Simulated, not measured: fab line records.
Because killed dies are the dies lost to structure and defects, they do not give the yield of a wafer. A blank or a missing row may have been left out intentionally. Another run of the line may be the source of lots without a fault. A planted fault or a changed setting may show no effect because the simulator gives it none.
Which tool was responsible?    flow nandHarc    42 wafers from 14 lots sampled at 6 of the route's 1302 steps

WHAT THE GAUGES SHOWED, per wafer
NHARC_A_ONON_D2_THK_MEAS_05: measures by ellipsometry.
lot   measured      on            thkNm (nm)
L201  day 12 10:54  filmMetro-02  996 998 998
L202  day 12 10:57  filmMetro-01  1010 1009 1010
L204  day 14 00:39  filmMetro-02  996 994 995
L207  day 15 02:07  filmMetro-02  1004 1004 1004
L208  day 15 13:22  filmMetro-01  998 997 998
L209  day 15 19:01  filmMetro-01  992 993 993
L210  day 15 19:07  filmMetro-02  1028 1029 1028
L211  day 17 01:59  filmMetro-01  991 990 993
L213  day 17 08:38  filmMetro-01  1009 1010 1010
L214  day 17 15:27  filmMetro-02  993 992 994
L216  day 18 06:58  filmMetro-02  991 994 991
L218  day 19 00:23  filmMetro-02  986 987 988
L222  day 20 21:23  filmMetro-01  1013 1015 1014
L224  day 21 23:24  filmMetro-02  978 979 979

NHARC_A_ONON_D2_THK_MEAS_21: measures by ellipsometry.
lot   measured      on            thkNm (nm)
L201  day 12 20:31  filmMetro-01  979 980 980
L202  day 12 20:32  filmMetro-02  998 998 997
L204  day 14 10:38  filmMetro-02  1008 1008 1008
L207  day 15 11:44  filmMetro-01  996 996 996
L208  day 16 02:20  filmMetro-02  1000 999 1000
L209  day 16 02:21  filmMetro-02  1003 1002 1002
L210  day 16 02:20  filmMetro-01  1006 1005 1006
L211  day 17 11:56  filmMetro-02  1007 1009 1007
L213  day 17 18:16  filmMetro-01  1001 1000 999
L214  day 18 01:27  filmMetro-01  999 999 999
L216  day 18 16:34  filmMetro-01  1007 1008 1006
L218  day 19 11:05  filmMetro-01  1005 1006 1007
L222  day 21 09:14  filmMetro-01  759 758 759
L224  day 22 06:13  filmMetro-01  756 755 756

NHARC_A_ONON_D2_INSPECT_32.
lot   measured      on                rawDefectCount
L201  day 12 22:46  defectInspect-01  342 415 370
L202  day 12 22:49  defectInspect-01  436 425 293
L204  day 14 12:53  defectInspect-01  408 297 564
L207  day 15 13:58  defectInspect-02  405 372 514
L208  day 16 04:35  defectInspect-01  412 384 653
L209  day 16 04:36  defectInspect-02  366 327 705
L210  day 16 04:35  defectInspect-02  228 296 383
L211  day 17 14:10  defectInspect-01  741 951 519
L213  day 17 20:30  defectInspect-01  429 663 555
L214  day 18 03:41  defectInspect-02  470 723 723
L216  day 18 18:49  defectInspect-02  370 590 576
L218  day 19 13:29  defectInspect-01  575 502 526
L222  day 21 11:29  defectInspect-01  559 402 445
L224  day 22 08:28  defectInspect-02  216 265 201

NHARC_END_SORT_01.
lot   measured      on         killedAtArray  killedAtOther  killedAtPeriphery  killedDies   killedOpen  killedShort
L222  day 33 06:34  prober-01  671 671 673    2 0 2          4 6 2              677 677 677  4 2 2       1 3 3
L224  day 33 12:42  prober-02  664 665 670    0 0 1          13 12 6            677 677 677  6 1 6       1 7 1

EACH LOT AND THE TOOL THAT RAN IT (in order: tool; ch and the chambers of the sampled wafers; start)
lot   NHARC_A_CHANNEL_FILL_D1_ALD_03                NHARC_A_ONON_D2_DEP_19
L201  aldSinBatch-02 ch 0, day 12 10:54 or earlier  pecvdOnon-01 ch 0, day 12 20:04
L202  aldSinBatch-02 ch 0, day 12 10:57 or earlier  pecvdOnon-04 ch 0, day 12 20:04
L204  aldSinBatch-03 ch 0, day 14 00:39 or earlier  pecvdOnon-02 ch 0, day 14 10:08
L207  aldSinBatch-02 ch 0, day 15 02:07 or earlier  pecvdOnon-02 ch 0, day 15 11:13
L208  aldSinBatch-01 ch 0, day 15 13:22 or earlier  pecvdOnon-01 ch 0, day 16 01:57
L209  aldSinBatch-03 ch 0, day 15 19:01 or earlier  pecvdOnon-02 ch 0, day 16 01:57
L210  aldSinBatch-03 ch 0, day 15 19:07 or earlier  pecvdOnon-04 ch 0, day 16 01:53
L211  aldSinBatch-01 ch 0, day 17 01:59 or earlier  pecvdOnon-04 ch 0, day 17 11:26
L213  aldSinBatch-02 ch 0, day 17 08:38 or earlier  pecvdOnon-04 ch 0, day 17 17:52
L214  aldSinBatch-02 ch 0, day 17 15:27 or earlier  pecvdOnon-02 ch 0, day 18 01:04
L216  aldSinBatch-01 ch 0, day 18 06:58 or earlier  pecvdOnon-02 ch 0, day 18 16:11
L218  aldSinBatch-02 ch 0, day 19 00:23 or earlier  pecvdOnon-01 ch 0, day 19 10:38
L222  aldSinBatch-02 ch 0, day 20 21:23 or earlier  pecvdOnon-02 ch 0, day 21 08:54
L224  aldSinBatch-01 ch 0, day 21 23:24 or earlier  pecvdOnon-02 ch 0, day 22 05:40
- NHARC_A_CHANNEL_FILL_D1_ALD_03: deposits SiNx, target thk 6 nm, pulse time 60 s, ald cycles 58.
- NHARC_A_ONON_D2_DEP_19: target thk 1000 nm.

AS READ BY THE TOOLS THEMSELVES (means over the sampled wafers that have a number; for cases with no such wafer, the mark the record gives instead)
NHARC_A_CHANNEL_FILL_D1_ALD_03.
lot   tool            precursorPulseHeightRel
L201  aldSinBatch-02  0.990
L202  aldSinBatch-02  1.013
L204  aldSinBatch-03  0.977
L207  aldSinBatch-02  1.024
L208  aldSinBatch-01  0.998
L209  aldSinBatch-03  0.988
L210  aldSinBatch-03  0.993
L211  aldSinBatch-01  1.008
L213  aldSinBatch-02  0.977
L214  aldSinBatch-02  0.992
L216  aldSinBatch-01  0.982
L218  aldSinBatch-02  0.996
L222  aldSinBatch-02  1.003
L224  aldSinBatch-01  1.008

THE ANSWER, worked out from the rows above alone
Rule: the lots themselves supply what counts as usual. Put in order of their means at a reading, lots are off if they are a third of the lots or fewer, leave a main group of 4 or more, and stand apart from it by a gap of 3 or more times the standard deviation of the main group's means; of several such gaps the widest counts. If all means in a main group match to the digits the tables above print for the reading, that group is not used. Also off: a lot with no number at a reading for which 4 or more lots have one. All remaining lots with rows at the step are treated as sound. First the gauges in route order, then the tools' own readings, where a lot's mean is used as printed above. The first step at which some lot is off is used, and at that step the reading that is off furthest; a lot without a number counts as furthest.
Off: L222, L224, at NHARC_A_ONON_D2_THK_MEAS_21 (thkNm). The main group has a mean of 1001 nm with a standard deviation of 7.5.
If a tool, at a process step before that reading, ran all the lots that are off and no sound lot after the first of them, it fits. The gauges at NHARC_A_ONON_D2_THK_MEAS_21 are tried like those tools. NHARC_A_CHANNEL_FILL_D1_ALD_03: start missing for some lots; hours and lot order therefore follow NHARC_A_ONON_D2_THK_MEAS_05. 2 tools fit, pecvdOnon-02 at NHARC_A_ONON_D2_DEP_19 and filmMetro-01 at NHARC_A_ONON_D2_THK_MEAS_21, so this cannot tell which one it is.

WHAT THE SIMULATOR PUT IN
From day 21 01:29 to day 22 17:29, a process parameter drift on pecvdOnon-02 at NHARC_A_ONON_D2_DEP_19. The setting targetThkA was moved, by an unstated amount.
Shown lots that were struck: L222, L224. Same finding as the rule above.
